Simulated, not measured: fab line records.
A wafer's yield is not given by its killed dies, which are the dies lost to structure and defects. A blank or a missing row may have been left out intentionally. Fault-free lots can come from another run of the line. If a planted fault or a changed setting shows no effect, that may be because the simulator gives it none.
Matching of chambers :: flow nandHarc :: 3 sister chambers for NHARC_A_M0_PRE_CLEAN_31 on pecvd-04
The step time 12 s. 16 wafers are shown with their chamber, then 8 later ones without.

== WAFERS, EACH WITH ITS CHAMBER ==
wafer: L076.2
chamber: 1
heaterPowerW (W): 633

wafer: L076.5
chamber: 1
heaterPowerW (W): 626

wafer: L076.6
chamber: 0
heaterPowerW (W): 616

wafer: L088.4
chamber: 1
heaterPowerW (W): 668

wafer: L088.5
chamber: 2
heaterPowerW (W): 641

wafer: L088.6
chamber: 0
heaterPowerW (W): 600

wafer: L089.1
chamber: 0
heaterPowerW (W): 564

wafer: L089.2
chamber: 1
heaterPowerW (W): 684

wafer: L089.4
chamber: 0
heaterPowerW (W): 595

wafer: L090.3
chamber: 2
heaterPowerW (W): 622

wafer: L090.4
chamber: 2
heaterPowerW (W): 610

wafer: L090.5
chamber: 1
heaterPowerW (W): 638

wafer: L091.1
chamber: 2
heaterPowerW (W): 649

wafer: L091.4
chamber: 1
heaterPowerW (W): 652

wafer: L091.5
chamber: 2
heaterPowerW (W): 669

wafer: L092.1
chamber: 0
heaterPowerW (W): 621

SIGNATURES (averages over the wafers above)
reading: heaterPowerW
chamber 0: 599.20
chamber 1: 650.17
chamber 2: 638.20
scatter within a chamber: 22.6
Rule: a wafer's distance from a chamber is the root of the sum, over the readings, of the square of ((its reading less the chamber's mean) divided by the reading's scatter). If the next closest chamber is less than 2 further off than the closest, the wafer can't be placed; otherwise it belongs to the closest. The scatter: take each reading less its chamber's mean, square it, sum over the shown wafers, divide by the number of wafers less the number of chambers, and take the root.

== WAFERS MISSING THEIR CHAMBER ==
wafer: L092.2
heaterPowerW (W): 706

wafer: L092.3
heaterPowerW (W): 680

wafer: L094.3
heaterPowerW (W): 598

wafer: L094.5
heaterPowerW (W): 589

wafer: L094.6
heaterPowerW (W): 584

wafer: L096.1
heaterPowerW (W): 593

wafer: L096.2
heaterPowerW (W): 574

wafer: L096.5
heaterPowerW (W): 585

== EACH ONE'S CHAMBER ==
wafer: L092.2
from the rows above: can't be placed: 1 or 2
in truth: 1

wafer: L092.3
from the rows above: can't be placed: 1 or 2
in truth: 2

wafer: L094.3
from the rows above: can't be placed: 0 or 2
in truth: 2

wafer: L094.5
from the rows above: can't be placed: 0 or 2
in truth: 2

wafer: L094.6
from the rows above: can't be placed: 0 or 2
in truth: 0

wafer: L096.1
from the rows above: can't be placed: 0 or 2
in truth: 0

wafer: L096.2
from the rows above: can't be placed: 0 or 2
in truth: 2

wafer: L096.5
from the rows above: can't be placed: 0 or 2
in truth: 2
Placed correctly: 0 of 8. From these rows, 8 cannot be placed; in 8 the true chamber is one of the candidates. Number placed wrongly: 0.
